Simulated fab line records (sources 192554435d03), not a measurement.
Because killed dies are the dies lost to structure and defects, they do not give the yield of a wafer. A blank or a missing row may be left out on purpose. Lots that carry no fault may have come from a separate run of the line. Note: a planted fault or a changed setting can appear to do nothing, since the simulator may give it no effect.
8D (eight disciplines) problem report, filled in by code :: flow n5_finfet :: the parts of the form that need people (team, actions taken, sign-off) are left out

== 1. WHAT WENT WRONG ==
At N5_BEOL_M0_CVD_115, run_length_s averages 105.2 s over 5 wafers from 3 lots, while fault-free wafers read 143.1 s, standard deviation 0.45. That is -84 standard deviations from the usual mean.
The step: deposits Co from CCTBA/H2, time 120 s.
The first sign was on wafer L184.1 at day 10 05:17, on cvd_co-02. Wafers with a number at this step in the record: 40, from 15 lots. By rule, "out" or "out of limits" means more than 4 standard deviations away from the usual mean. All remaining wafers that have a number are taken as sound.

== 2. WHAT IT IS AND WHAT IT IS NOT ==
question: which readings at this step
is: run_length_s
is not: -

question: which lots
is: L184, L186, L188
is not: L167, L168, L169, L170, L171, L172, L173, L175, L178, L179, L182, L190

question: which wafers of those lots
is: L184.1, L184.6, L186.1, L186.6, L188.6
is not: L184.2, L186.5, L188.2

question: read on which tools
is: cvd_co-02
is not: cvd_co-01

question: when
is: from day 10 05:17
is not: up to then (31 sound wafers); but 4 sound wafers of L186, L188, L190 came after

== 3. SUSPECTS, AND WHAT RULES EACH OUT ==
Counting: a tool at a process step up to the reading stays a suspect if it ran every lot that is out. Sound lots after the first of them don't rule it out here, since some wafers of a struck lot are sound.
- cvd_co-02 at N5_BEOL_M0_CVD_115 (deposits Co from CCTBA/H2, time 120 s): kept. It ran every lot that is out, first L184 (day 10 05:17); its last sound lot up to then is L182 (day 9 16:56). Its own readings are out on those wafers: run_length_s.
Remaining after the count: cvd_co-02 at N5_BEOL_M0_CVD_115.

== 4. THE CAUSE (what the simulator had put in) ==
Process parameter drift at N5_BEOL_M0_CVD_115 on cvd_co-02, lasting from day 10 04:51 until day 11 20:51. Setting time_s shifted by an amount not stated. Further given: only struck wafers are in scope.
Only this tool survived the counting.

== 5. THE EFFECT CHAIN, in route order ==
Each row: a reading where the mean over the struck wafers with a number is more than 3 standard deviations away from the usual. Readings are gone through only where the record gives a usual standard deviation; hours: the median, over the lots, of the time from a lot's start at the first step in this table giving one to that lot's start at this step; sigmas: the change measured in usual standard deviations.
hours: 0
step: N5_BEOL_M0_CVD_115
reading: run_length_s
usual: 143.1 s
on struck wafers: 105.2
change: -37.9
sigmas: -84
The process steps in it:
- N5_BEOL_M0_CVD_115: deposits Co from CCTBA/H2, time 120 s.
At these later measuring or inspecting steps, every struck wafer for which the step has a row has a number for every such reading, and none has moved that far: N5_BEOL_M4_RC_MEAS_101.

== 6. WHAT WOULD HAVE CAUGHT IT SOONER ==
In this record the first reading out of limits was taken at day 10 05:17, 0 hours after the fault began at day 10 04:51.
